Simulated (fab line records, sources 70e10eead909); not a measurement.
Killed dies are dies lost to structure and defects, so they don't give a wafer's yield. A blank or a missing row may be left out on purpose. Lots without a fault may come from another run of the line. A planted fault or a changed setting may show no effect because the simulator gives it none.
A struck lot beside a sound one | flow nand_harc | 15 steps out of a route of 1302
Sound: wafers L567.1, L567.2, L567.3. Struck: wafers L562.1, L562.3, L562.6. The cause comes at the end.
At each step with rows: each side's tool, then ch and its chambers, then its first start. Under that, the readings that differ: sound wafers | struck wafers | difference of the means | sigmas: that difference in standard deviations of wafers without a fault.
alike: readings whose means differ by less than 2 such deviations, and words and numbers that are the same on both sides. not compared: withheld readings, readings that some wafer has no value for, bounds like >300 that may hide the same value, and numbers for which the record gives no deviation and whose values overlap.
The two part at a step that has a row with sigmas, a row that says differs or no value, or rows on one side only. Numbers that don't overlap but have no deviation are shown without sigmas and don't part them. A reading that every wafer of one side lacks parts them only if that side has two wafers or more.

NHARC_P_BONDPAD_OVL_MEAS_38:
  sound on overlay-02, day 13 18:47; struck on overlay-01, day 11 14:17
  reading           | sound       | struck | difference | sigmas
  overlay_y_nm (nm) | -15 -15 -15 | 8 8 9  | +23        | +4
  alike: overlay_x_nm
then, 1 step without rows for these wafers: NHARC_P_BONDPAD_HARDBAKE_10 (time 65 s).
NHARC_P_BONDPAD_DESCUM_11: chemistry O2, time 3 s.
  sound on rie_diel-04 ch 0,2,3, day 13 18:55; struck on rie_diel-01 ch 0,2,3, day 11 14:25
  alike: drypump_motor_current_A, oes_product_au, rf_vpp_V, showerhead_plenum_p_Torr, throttle_valve_pct
  not compared: rf_hours_counter_h
NHARC_P_BONDPAD_ETCH_37: etches the open film in N2/H2, target depth 60 nm, overetch 18 nm, time 65.91 s.
  sound on rie_diel-04 ch 0,2,3, day 13 19:01; struck on rie_diel-01 ch 0,1,2, day 11 14:30
  alike: drypump_motor_current_A, oes_product_au, rf_vpp_V, showerhead_plenum_p_Torr, throttle_valve_pct
  not compared: rf_hours_counter_h
then, 1 step without rows for these wafers: NHARC_P_BONDPAD_ETCH_12 (etches the open film in CHF3/O2, target depth 200 nm, time 100 s).
NHARC_P_BONDPAD_CD_MEAS_13:
  sound on cd_sem-03, day 13 19:14; struck on cd_sem-03, day 11 14:44
  alike: cd_nm
NHARC_P_BONDPAD_STRIP_15: strips in O2.
  sound on rie_diel-08 ch 1,2,3, day 13 19:18; struck on rie_diel-01 ch 0,1, day 11 14:48
  reading                     | sound       | struck      | difference | sigmas
  drypump_motor_current_A (A) | 5.9 6.3 6.5 | 5.5 5.1 5.1 | -1.0       | -2
  alike: oes_product_au, rf_vpp_V, showerhead_plenum_p_Torr, throttle_valve_pct
  not compared: rf_hours_counter_h
NHARC_P_BONDPAD_ETCH_24: etches the open film in CF4/N2, target depth 30 nm, time 72.99 s.
  sound on rie_diel-08 ch 0,2,3; struck on rie_diel-01 ch 1,2
  alike: cf4_flow_sccm, drypump_motor_current_A, oes_product_au, rf_vpp_V, showerhead_plenum_p_Torr, throttle_valve_pct
  not compared: rf_hours_counter_h
then, 2 steps without rows for these wafers: NHARC_P_BONDPAD_STRIP_16 (strips in post etch residue remover, time 600 s); NHARC_P_BONDPAD_DEGAS_25 (time 60 s).
NHARC_P_BONDPAD_PRE_CLEAN_26: time 30 s.
  sound on pvd_sputter-03; struck on pvd_sputter-01
  alike: heater_power_w
then, 1 step without rows for these wafers: NHARC_P_BONDPAD_PVD_17 (deposits TaN, target thk 5 nm, time 8.06 s).
NHARC_P_BONDPAD_PVD_27: deposits Cu, target thk 30 nm, time 20.49 s.
  sound on pvd_sputter-03, day 13 20:05; struck on pvd_sputter-01, day 11 15:35
  no value came back on the struck wafers for cathode_dc_power_W (W), chamber_pressure_pa (Pa), throttle_valve_pct (%); on the sound wafers cathode_dc_power_W (W) reads 4999.3 5001.5 5000.4
then, 1 step without rows for these wafers: NHARC_P_BONDPAD_ECD_18 (material Cu, target thk 400 nm).
-- the record jumps here: 17 days lie between the struck wafers' starts before and after (it left off in module P_BONDPAD and takes up again in module END, whose first step shown is number 1302 of the route) --
NHARC_END_SORT_01:
  sound on prober-02 ch 0, day 32 05:46; struck on prober-02 ch 0, day 28 21:35
  reading                  | sound    | struck      | difference | sigmas
  defect_limited_yield (%) | 92 92 93 | 0 0 0       | -92        | -23
  killed_at_periphery      | 1 4 1    | 644 641 648 | +642       | +99 or more
  killed_dies              | 55 56 47 | 677 677 677 | +624       | +22
  alike: killed_at_array, killed_at_other, killed_open, killed_short

WHERE THEY PART
First at NHARC_P_BONDPAD_OVL_MEAS_38; last, within this record, at NHARC_END_SORT_01.

WHY: what the simulator had put in
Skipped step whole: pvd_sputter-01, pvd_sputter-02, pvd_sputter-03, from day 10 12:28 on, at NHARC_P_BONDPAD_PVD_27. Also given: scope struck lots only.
